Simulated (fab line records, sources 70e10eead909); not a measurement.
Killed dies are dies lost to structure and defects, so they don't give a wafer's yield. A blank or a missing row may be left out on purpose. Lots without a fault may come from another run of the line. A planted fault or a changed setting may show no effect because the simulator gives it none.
Which tool did it? | flow nand_harc | 13 lots, 39 wafers sampled, at 6 steps of a route of 1159

WHAT THE GAUGES READ, wafer by wafer
NHARC_P_ZERO_WELL_CD_MEAS_11: target cd 500 nm. Usual: cd_nm 500.2 nm, standard deviation 2.
lot  | measured    | on        | cd_nm (nm)        | flag
L458 | day 1 13:22 | cd_sem-01 | 499.5 498.2 499.7 |
L459 | day 1 19:19 | cd_sem-02 | 498.7 496.9 499.0 |
L460 | day 2 01:14 | cd_sem-03 | 497.8 502.0 500.3 |
L463 | day 2 19:07 | cd_sem-03 | 501.9 497.3 501.3 |
L465 | day 3 07:07 | cd_sem-03 | 502.8 498.7 498.7 |
L466 | day 3 13:07 | cd_sem-03 | 501.0 501.1 502.2 |
L467 | day 3 19:15 | cd_sem-01 | 503.2 501.6 500.8 |
L468 | day 4 01:07 | cd_sem-03 | 498.7 499.4 499.0 |
L475 | day 5 19:16 | cd_sem-01 | 497.7 500.6 503.8 |
L476 | day 6 01:14 | cd_sem-02 | 495.6 500.9 498.6 |
L479 | day 6 19:15 | cd_sem-03 | 503.4 500.1 499.8 |
L480 | day 7 01:15 | cd_sem-03 | 496.9 499.2 499.2 |
L481 | day 7 07:07 | cd_sem-03 | 498.2 498.5 500.1 |

NHARC_P_STI_INSPECT_11. Usual: raw_defect_count 5.6, standard deviation 2.6.
lot  | measured    | on                | raw_defect_count | flag
L458 | day 2 13:14 | defect_inspect-01 | 4 5 9            |
L459 | day 2 20:01 | defect_inspect-02 | 5 8 3            |
L460 | day 2 20:04 | defect_inspect-01 | 4 5 6            |
L463 | day 3 18:13 | defect_inspect-01 | 5 8 8            |
L465 | day 4 05:00 | defect_inspect-01 | 4 3 3            |
L466 | day 4 11:29 | defect_inspect-02 | 770 723 759      | OFF
L467 | day 4 18:34 | defect_inspect-01 | 812 731 713      | OFF
L468 | day 4 23:28 | defect_inspect-01 | 4 8 5            |
L475 | day 6 17:07 | defect_inspect-02 | 3 2 3            |
L476 | day 7 01:16 | defect_inspect-02 | 4 5 3            |
L479 | day 7 20:15 | defect_inspect-01 | 6 2 5            |
L480 | day 7 20:25 | defect_inspect-02 | 5 3 7            |
L481 | day 8 04:56 | defect_inspect-01 | 8 6 11           |

NHARC_P_GATE_CD_MEAS_26: target cd 120 nm. Usual: cd_nm 120.0 nm, standard deviation 0.56.
lot  | measured     | on        | cd_nm (nm)        | flag
L458 | day 4 17:23  | cd_sem-02 | 119.1 119.0 119.4 |
L459 | day 5 01:49  | cd_sem-02 | 120.7 119.8 120.3 |
L460 | day 5 02:25  | cd_sem-01 | 121.2 119.7 119.9 |
L463 | day 6 08:13  | cd_sem-02 | 119.2 119.1 118.8 |
L465 | day 6 07:46  | cd_sem-03 | 119.7 120.1 119.6 |
L466 | day 6 17:37  | cd_sem-03 | 119.8 119.7 119.9 |
L467 | day 6 21:50  | cd_sem-01 | 120.1 119.8 120.5 |
L468 | day 6 22:05  | cd_sem-02 | 120.9 120.8 120.6 |
L475 | day 9 00:15  | cd_sem-02 | 119.7 120.4 119.7 |
L476 | day 9 07:14  | cd_sem-01 | 120.1 120.4 120.1 |
L479 | day 10 01:05 | cd_sem-01 | 120.1 119.5 119.9 |
L480 | day 10 01:15 | cd_sem-03 | 119.7 119.7 120.6 |
L481 | day 10 12:13 | cd_sem-03 | 120.7 119.9 120.7 |

NHARC_END_SORT_01. Usual: killed_at_array 25, standard deviation 9.5; killed_at_other 0.8, standard deviation 1.2; killed_at_periphery 3.4, standard deviation 2.2; killed_dies 29, standard deviation 10; killed_open 3.3, standard deviation 1.8; killed_short 2.1, standard deviation 1.4.
lot  | measured     | on        | killed_at_array | killed_at_other | killed_at_periphery | killed_dies | killed_open | killed_short | flag
L460 | day 20 09:56 | prober-02 | 25 30 28        | 0 0 0           | 5 3 4               | 30 33 32    | 3 2 6       | 1 2 1        |
L466 | day 21 15:23 | prober-02 | 7 9 12          | 0 1 0           | 457 411 448         | 464 421 460 | 2 1 3       | 0 1 4        | OFF
L467 | day 21 23:04 | prober-01 | 8 19 17         | 0 0 0           | 477 434 431         | 485 453 448 | 0 2 2       | 1 0 1        | OFF
L479 | day 25 08:16 | prober-01 | 14 26 15        | 0 2 0           | 6 4 3               | 20 32 18    | 4 4 5       | 0 2 0        |

WHICH TOOL RAN EACH LOT (tool, then ch and the chambers of the sampled wafers, then the start)
lot  | NHARC_P_ZERO_WELL_DESCUM_13       | NHARC_P_STI_OXIDE_29
L458 | rie_diel-08 ch 2,3, day 1 13:31   | furnace-03 ch 0, day 2 01:41
L459 | rie_diel-01 ch 0,1,3, day 1 19:30 | furnace-06 ch 0, day 2 08:29
L460 | rie_diel-04 ch 0,3, day 2 01:24   | furnace-06 ch 0, day 2 08:29
L463 | rie_diel-04 ch 1,2,3, day 2 19:16 | furnace-03 ch 0, day 3 06:43
L465 | rie_diel-08 ch 0,1,3, day 3 07:17 | furnace-03 ch 0, day 3 17:28
L466 | rie_diel-04 ch 1,2,3, day 3 13:17 | furnace-05 ch 0, day 4 00:01
L467 | rie_diel-04 ch 2,3, day 3 19:25   | furnace-05 ch 0, day 4 07:11
L468 | rie_diel-01 ch 1,2, day 4 01:16   | furnace-06 ch 0, day 4 11:55
L475 | rie_diel-01 ch 0,3, day 5 19:25   | furnace-06 ch 0, day 6 05:40
L476 | rie_diel-01 ch 0,2, day 6 01:24   | furnace-06 ch 0, day 6 13:46
L479 | rie_diel-04 ch 0,1,3, day 6 19:25 | furnace-05 ch 0, day 7 08:55
L480 | rie_diel-08 ch 0,1,3, day 7 01:25 | furnace-05 ch 0, day 7 08:55
L481 | rie_diel-08 ch 1,2,3, day 7 07:18 | furnace-05 ch 0, day 7 17:25
- NHARC_P_ZERO_WELL_DESCUM_13: chemistry O2, time 3 s.
- NHARC_P_STI_OXIDE_29: material SiO2, target thk 10 nm, ox time 1362 s.

WHAT THE TOOLS THEMSELVES READ (means of the sampled wafers that have a number; where no wafer has one, the mark that the record gives instead)
NHARC_P_ZERO_WELL_DESCUM_13. Usual: drypump_motor_current_A 5.6 A, standard deviation 0.31; o2_flow_sccm 200.0 sccm, standard deviation 0.6; oes_product_au 0.996 a.u., standard deviation 0.01; rf_vpp_V 58.0 V, standard deviation 0.85; showerhead_plenum_p_Torr 1.97 Torr, standard deviation 0.08; throttle_valve_pct 11.311 %, standard deviation 0.0085.
lot  | tool        | drypump_motor_current_A (A) | o2_flow_sccm (sccm) | oes_product_au (a.u.) | rf_vpp_V (V) | showerhead_plenum_p_Torr (Torr) | throttle_valve_pct (%) | flag
L458 | rie_diel-08 | 5.6                         | 199.6               | 0.989                 | 57.8         | 1.91                            | 11.312                 |
L459 | rie_diel-01 | 5.5                         | 200.2               | 1.003                 | 57.6         | 2.00                            | 11.314                 |
L460 | rie_diel-04 | 5.7                         | 200.4               | 1.016                 | 57.0         | 1.88                            | 11.314                 |
L463 | rie_diel-04 | 5.5                         | 199.8               | 1.002                 | 58.1         | 1.93                            | 11.316                 |
L465 | rie_diel-08 | 5.7                         | 199.8               | 0.998                 | 58.1         | 2.01                            | 11.310                 |
L466 | rie_diel-04 | 5.5                         | 199.7               | 1.003                 | 58.7         | 1.93                            | 11.318                 |
L467 | rie_diel-04 | 5.8                         | 199.6               | 0.997                 | 57.4         | 1.89                            | 11.325                 |
L468 | rie_diel-01 | 5.8                         | 200.1               | 0.988                 | 58.7         | 2.02                            | 11.305                 |
L475 | rie_diel-01 | 5.3                         | 199.9               | 0.998                 | 58.2         | 2.00                            | 11.313                 |
L476 | rie_diel-01 | 5.7                         | 200.4               | 1.000                 | 57.3         | 1.98                            | 11.309                 |
L479 | rie_diel-04 | 5.4                         | 199.6               | 0.996                 | 57.5         | 1.93                            | 11.315                 |
L480 | rie_diel-08 | 5.7                         | 199.7               | 0.999                 | 58.3         | 2.00                            | 11.305                 |
L481 | rie_diel-08 | 5.6                         | 200.0               | 0.991                 | 58.6         | 1.93                            | 11.319                 |

THE ANSWER, worked out from the rows above alone
Rule: a lot is off if the mean of its wafers that have a number lies more than 3 standard deviations from the usual mean. A lot without any number at a reading at which 4 lots or more have one is off too. The other lots that the step has rows for count as sound. The gauges are gone through in route order, then the tools' own readings, and for those a lot's mean is taken as printed above. The first step at which some lot is off is used, and at that step the reading that is off furthest; a lot without a number counts as furthest.
Off: L466, L467, at NHARC_P_STI_INSPECT_11 (raw_defect_count).
A tool fits if, at a process step before that reading, it ran every lot that is off, and no sound lot after the first of them. The gauges at NHARC_P_STI_INSPECT_11 aren't tried: what is off there is off at NHARC_END_SORT_01 too, on other tools, and a gauge's error can't cause that. None of those tried fits.

WHAT THE SIMULATOR HAD PUT IN
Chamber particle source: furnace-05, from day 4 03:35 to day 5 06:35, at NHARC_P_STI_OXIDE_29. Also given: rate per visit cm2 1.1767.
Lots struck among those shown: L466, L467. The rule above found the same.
